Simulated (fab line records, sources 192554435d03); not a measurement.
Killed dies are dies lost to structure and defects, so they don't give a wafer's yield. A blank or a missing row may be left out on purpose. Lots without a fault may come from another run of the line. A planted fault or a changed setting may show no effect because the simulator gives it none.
Which tool did it? | flow n5_finfet | 12 lots, 36 wafers sampled, at 3 steps of a route of 1938

WHAT THE GAUGES READ, wafer by wafer
N5_FIN_SAQP_CD_MEAS_27: target cd 20 nm.
lot  | measured    | on        | cd_nm (nm)
L075 | day 2 09:08 | cd_sem-02 | 19.98 20.05 19.93
L077 | day 2 18:28 | cd_sem-02 | 20.61 20.50 20.17
L079 | day 3 06:01 | cd_sem-01 | 20.11 19.96 20.23
L081 | day 3 18:07 | cd_sem-01 | 20.60 20.15 19.97
L083 | day 4 05:43 | cd_sem-03 | 20.52 20.51 20.68
L085 | day 4 21:05 | cd_sem-01 | 20.11 20.41 20.17
L087 | day 5 05:36 | cd_sem-02 | 20.38 20.16 20.19
L089 | day 5 17:38 | cd_sem-03 | 20.23 20.00 20.05
L091 | day 6 06:46 | cd_sem-03 | 20.14 20.17 20.32
L093 | day 6 17:52 | cd_sem-03 | 20.49 20.30 20.26
L095 | day 7 06:43 | cd_sem-01 | 20.63 20.17 20.03
L097 | day 7 18:51 | cd_sem-03 | 20.51 20.62 20.27

WHICH TOOL RAN EACH LOT (tool, then ch and the chambers of the sampled wafers, then the start)
lot  | N5_FIN_SAQP_DESCUM_21             | N5_FIN_SAQP_SPACER1_ALD_24
L075 | rie_diel-06 ch 2,3, day 2 07:06   | ald_sin-01 ch 2,3, day 2 08:12
L077 | rie_diel-06 ch 0,3, day 2 16:28   | ald_sin-01 ch 2,3, day 2 17:32
L079 | rie_diel-06 ch 0,2, day 3 03:46   | ald_sin-04 ch 1,2, day 3 05:05
L081 | rie_diel-02 ch 1,2,3, day 3 16:04 | ald_sin-01 ch 0,1, day 3 17:11
L083 | rie_diel-02 ch 0,1,2, day 4 03:43 | ald_sin-02 ch 0,1, day 4 04:48
L085 | rie_diel-02 ch 1,2, day 4 17:10   | ald_sin-04 ch 0,1, day 4 20:06
L087 | rie_diel-06 ch 2,3, day 5 03:35   | ald_sin-04 ch 1,2,3, day 5 04:41
L089 | rie_diel-05 ch 0,1,3, day 5 15:10 | ald_sin-02 ch 0,1,2, day 5 16:43
L091 | rie_diel-06 ch 2,3, day 6 04:19   | ald_sin-04 ch 0,2,3, day 6 05:50
L093 | rie_diel-06 ch 1,3, day 6 15:46   | ald_sin-02 ch 0,1,2, day 6 16:56
L095 | rie_diel-02 ch 0,1, day 7 04:25   | ald_sin-01 ch 2,3, day 7 05:47
L097 | rie_diel-02 ch 0,2,3, day 7 16:47 | ald_sin-04 ch 0,1,3, day 7 17:56
- N5_FIN_SAQP_DESCUM_21: chemistry O2, time 7.9 s.
- N5_FIN_SAQP_SPACER1_ALD_24: deposits SiO2, target thk 20.3 nm, pulse time 1 s, purge time 2 s.

THE ANSWER, worked out from the rows above alone
Rule: what is usual is taken from the lots themselves. Put in order of their means at a reading, lots are off if they are a third of the lots or fewer, leave a main group of 4 or more, and stand apart from it by a gap of 3 or more times the standard deviation of the main group's means; of several such gaps the widest counts. A main group whose means are all the same, to the digits that the tables above print for the reading, isn't used. A lot without any number at a reading at which 4 lots or more have one is off too. The other lots that the step has rows for count as sound.
No lot is off at any reading shown: from this, nothing can be told.

WHAT THE SIMULATOR HAD PUT IN
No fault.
